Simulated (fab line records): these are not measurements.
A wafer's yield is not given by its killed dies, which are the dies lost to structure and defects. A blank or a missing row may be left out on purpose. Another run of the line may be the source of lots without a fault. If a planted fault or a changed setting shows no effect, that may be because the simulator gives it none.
Chamber matching | flow n5 finfet | N5_BEOL_M8_CMP_52 on cmp-01: 4 sister chambers
The step polishes, stops on SiCOH lowk, t overpolish 6.9 s, target thk 80 nm. 27 wafers are shown with their chamber, then 12 later ones without.

WAFERS WITH THEIR CHAMBER
wafer  | chamber | motor current A (A) | time to endpoint s (s) | barrier field endpoint s (s)
L077.2 | 2       | 6.1                 | 68                     | 29.4
L077.3 | 3       | 6.1                 | 60                     | 29.7
L077.5 | 1       | 5.3                 | 66                     | 30.4
L079.1 | 1       | 5.7                 | 68                     | 29.1
L079.3 | 2       | 6.3                 | 68                     | 29.8
L079.4 | 0       | 6.6                 | 57                     | 27.9
L078.3 | 3       | 5.8                 | 63                     | 27.7
L078.4 | 2       | 6.0                 | 66                     | 29.1
L078.6 | 0       | 6.6                 | 58                     | 28.1
L082.1 | 3       | 5.9                 | 60                     | 28.9
L082.2 | 2       | 6.3                 | 66                     | 28.7
L082.4 | 1       | 5.5                 | 67                     | 30.4
L080.3 | 2       | 5.8                 | 67                     | 30.4
L080.4 | 0       | 7.0                 | 62                     | 29.5
L080.5 | 3       | 6.0                 | 64                     | 30.1
L084.4 | 2       | 6.1                 | 64                     | 30.3
L084.5 | 2       | 5.9                 | 68                     | 31.4
L084.6 | 1       | 5.8                 | 69                     | 30.6
L090.1 | 0       | 6.7                 | 58                     | 27.9
L090.2 | 2       | 5.9                 | 65                     | 29.9
L090.4 | 3       | 6.3                 | 60                     | 28.3
L087.2 | 0       | 7.0                 | 58                     | 27.8
L087.3 | 3       | 6.0                 | 59                     | 29.1
L087.4 | 2       | 5.8                 | 66                     | 29.3
L088.1 | 3       | 6.0                 | 58                     | 28.2
L088.3 | 1       | 5.6                 | 67                     | 29.5
L088.5 | 3       | 5.8                 | 61                     | 28.6

SIGNATURES, as means of the wafers listed above
reading                  | chamber 0 | chamber 1 | chamber 2 | chamber 3 | scatter within a chamber
motor current A          | 6.780     | 5.580     | 6.022     | 5.987     | 0.187
time to endpoint s       | 58.60     | 67.40     | 66.44     | 60.62     | 1.67
barrier field endpoint s | 28.240    | 30.000    | 29.811    | 28.825    | 0.767
Rule: a wafer lies at a distance from a chamber equal to the root of the sum of squares, over the readings, of (its reading less the chamber's mean, divided by the reading's scatter). If the next closest chamber is less than 2 further off than the closest, the wafer can't be placed; otherwise it belongs to the closest. How the scatter is found: for the shown wafers, subtract from each reading the mean of its chamber, square and add these, divide the total by (wafers less chambers), then take the root.

WAFERS WITH NO CHAMBER GIVEN
wafer  | motor current A (A) | time to endpoint s (s) | barrier field endpoint s (s)
L092.1 | 5.4                 | 71                     | 30.9
L092.2 | 5.7                 | 61                     | 28.4
L092.3 | 6.6                 | 59                     | 28.3
L093.1 | 5.5                 | 66                     | 29.3
L093.2 | 6.7                 | 57                     | 27.9
L093.4 | 6.0                 | 63                     | 29.5
L096.2 | 6.8                 | 57                     | 28.1
L096.3 | 5.8                 | 59                     | 28.6
L096.5 | 5.7                 | 64                     | 30.2
L095.3 | 5.4                 | 66                     | 29.6
L095.4 | 7.0                 | 55                     | 28.0
L095.5 | 5.5                 | 58                     | 28.3

THE CHAMBER EACH PASSED THROUGH
wafer  | from the rows above          | in truth
L092.1 | can't be placed: 1 or 2      | 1
L092.2 | 3                            | 3
L092.3 | 0                            | 0
L093.1 | can't be placed: 1 or 2      | 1
L093.2 | 0                            | 0
L093.4 | can't be placed: 3 or 2 or 1 | 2
L096.2 | 0                            | 0
L096.3 | 3                            | 3
L096.5 | can't be placed: 1 or 2 or 3 | 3
L095.3 | can't be placed: 1 or 2      | 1
L095.4 | 0                            | 0
L095.5 | 3                            | 3
7 of 12 placed correctly. These rows do not allow placing 5 (true chamber among the candidates in 5). Number placed wrongly: 0.
